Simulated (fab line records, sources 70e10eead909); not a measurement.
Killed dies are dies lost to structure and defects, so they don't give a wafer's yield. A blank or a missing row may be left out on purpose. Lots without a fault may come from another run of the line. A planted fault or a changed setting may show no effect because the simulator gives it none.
Chamber matching | flow nand_harc | NHARC_A_STAIRCASE_ETCHBACK_157 on rie_diel-01: 4 sister chambers
The step etches the open film in CH3F/O2, target depth 90 nm, time 167.14 s. 16 wafers are shown with their chamber, then 8 later ones without.

WAFERS WITH THEIR CHAMBER
wafer  | chamber | showerhead_plenum_p_Torr (Torr) | rf_vpp_V (V) | rf_fwd_power_W (W)
L078.2 | 3       | 2.32                            | 241.6        | 498.8
L078.5 | 2       | 2.42                            | 244.4        | 497.5
L078.6 | 3       | 2.32                            | 242.5        | 499.6
L081.1 | 0       | 2.39                            | 245.3        | 495.8
L081.2 | 3       | 2.31                            | 241.8        | 496.7
L081.5 | 1       | 2.52                            | 246.0        | 497.9
L083.1 | 3       | 2.31                            | 242.0        | 499.4
L083.2 | 1       | 2.52                            | 244.5        | 499.7
L083.5 | 3       | 2.31                            | 242.8        | 499.0
L087.1 | 2       | 2.41                            | 243.4        | 495.6
L087.3 | 3       | 2.31                            | 244.6        | 498.2
L087.5 | 0       | 2.38                            | 244.2        | 497.6
L088.1 | 1       | 2.51                            | 245.0        | 500.5
L088.4 | 2       | 2.41                            | 242.0        | 497.7
L088.5 | 1       | 2.51                            | 244.5        | 499.3
L095.3 | 3       | 2.30                            | 243.9        | 495.1

SIGNATURES (means of the wafers above)
reading                  | chamber 0 | chamber 1 | chamber 2 | chamber 3 | scatter within a chamber
showerhead_plenum_p_Torr | 2.3850    | 2.5150    | 2.4133    | 2.3114    | 0.00647
rf_vpp_V                 | 244.750   | 245.000   | 243.267   | 242.743   | 1.03
rf_fwd_power_W           | 496.700   | 499.350   | 496.933   | 498.114   | 1.42
Rule: a wafer's distance from a chamber is the root of the sum, over the readings, of the square of ((its reading less the chamber's mean) divided by the reading's scatter). The wafer belongs to the nearest chamber; if the next one is less than 2 further off, it can't be placed. The scatter: the root of (the sum of the squares of (reading less its chamber's mean) over the shown wafers, divided by (wafers less chambers)).

WAFERS WITHOUT THEIR CHAMBER
wafer  | showerhead_plenum_p_Torr (Torr) | rf_vpp_V (V) | rf_fwd_power_W (W)
L095.4 | 2.38                            | 243.2        | 495.7
L095.5 | 2.40                            | 244.1        | 496.3
L094.2 | 2.51                            | 244.3        | 498.2
L094.4 | 2.40                            | 241.1        | 496.4
L094.5 | 2.40                            | 243.8        | 497.4
L093.1 | 2.40                            | 243.5        | 498.7
L093.3 | 2.51                            | 243.5        | 498.0
L093.6 | 2.30                            | 243.3        | 497.4

WHICH CHAMBER EACH WENT THROUGH
wafer  | from the rows above     | in truth
L095.4 | 0                       | 0
L095.5 | can't be placed: 2 or 0 | 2
L094.2 | 1                       | 1
L094.4 | can't be placed: 2 or 0 | 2
L094.5 | can't be placed: 2 or 0 | 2
L093.1 | can't be placed: 2 or 0 | 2
L093.3 | 1                       | 1
L093.6 | 3                       | 3
Placed correctly: 4 of 8. Can't be placed from these rows: 4 (the true chamber is among the candidates in 4). Placed wrongly: 0.
